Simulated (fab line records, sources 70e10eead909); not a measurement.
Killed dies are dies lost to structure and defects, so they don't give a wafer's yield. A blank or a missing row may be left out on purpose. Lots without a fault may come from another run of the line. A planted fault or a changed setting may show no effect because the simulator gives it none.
One fault seen from 3 desks | flow nand_harc | each desk has only its own numbers; what lay behind them comes last

THE DEFECT DESK
What the inspections along the route counted, lot by lot: means of the sampled wafers that have a number. A lot is out of limits, marked OUT, if its mean lies more than 4 standard deviations from the usual mean; the brackets give that distance.
Columns: A = raw_defect_count at NHARC_P_GATE_INSPECT_28, usual 6
lot  | first seen here | A
L715 | day 7 01:11     | 3
L716 | day 7 09:17     | 10
L719 | day 8 20:02     | 4
L728 | day 12 10:13    | 7
L730 | day 13 08:16    | 4
L731 | day 13 19:48    | 5
L732 | day 14 07:53    | 4
This desk's finding: nothing out of limits on any of the 7 lots.

THE METROLOGY DESK
What the gauges read, lot by lot, whatever tool the lot ran on: means of the sampled wafers that have a number. A lot is out of limits, marked OUT, if its mean lies more than 4 standard deviations from the usual mean; the brackets give that distance.
Columns: A = cd_nm at NHARC_P_GATE_CD_MEAS_26, usual 120.0 nm; B = overlay_x_nm at NHARC_P_GATE_OVL_MEAS_27, usual 0.3 nm; C = overlay_y_nm at NHARC_P_GATE_OVL_MEAS_27, usual 0.2 nm
lot  | first seen here | A     | B    | C
L715 | day 7 01:03     | 119.1 | -0.4 | -0.2
L716 | day 7 09:09     | 119.5 | 0.0  | 1.0
L719 | day 8 19:55     | 120.1 | 0.9  | -1.6
L728 | day 12 10:05    | 119.3 | 2.5  | 0.7
L730 | day 13 08:08    | 119.0 | 0.4  | 0.3
L731 | day 13 19:40    | 119.7 | -0.5 | 0.4
L732 | day 14 07:46    | 119.5 | -1.2 | -1.2
This desk's finding: nothing out of limits on any of the 7 lots.

THE TOOL OWNER'S DESK: arfi_scanner-01
The tool's own readings at NHARC_P_GATE_EXPOSE_23 (exposes mask P GATE, target cd 120 nm): means of the sampled wafers that have a number, for each lot that ran on this tool. A lot is out of limits, marked OUT, if its mean lies more than 4 standard deviations from the usual mean; the brackets give that distance.
Columns: A = exposure_dose_mJ_cm2 at NHARC_P_GATE_EXPOSE_23, usual 93.90
lot  | first seen here | A
L719 | day 8 19:46     | 93.77
L728 | day 12 09:57    | 95.95 (+21) OUT
L730 | day 13 08:00    | 96.04 (+22) OUT
L731 | day 13 19:32    | 95.87 (+20) OUT
This desk's finding: out of limits on L728, L730, L731; first on L728, day 12 09:57 (exposure_dose_mJ_cm2 at NHARC_P_GATE_EXPOSE_23). In limits: L719.

PUT TOGETHER
The tool owner's desk could have raised an alarm at day 12 09:57, on L728, L730, L731.
The defect desk saw nothing out of limits.
The metrology desk saw nothing out of limits.
The defect desk has L728, L730, L731 on record, within its limits.
The metrology desk has L728, L730, L731 on record, within its limits.
Of the lots named, all ran NHARC_P_GATE_EXPOSE_23 on arfi_scanner-01.

WHAT THE SIMULATOR HAD PUT IN
Process parameter drift: arfi_scanner-01, from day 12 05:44 on, at NHARC_P_GATE_EXPOSE_23. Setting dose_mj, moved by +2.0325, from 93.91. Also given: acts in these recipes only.
Lots struck among those shown: L728, L730, L731.
Hours from the fault's start to each desk's first reading out of limits: the tool owner's desk, 4.
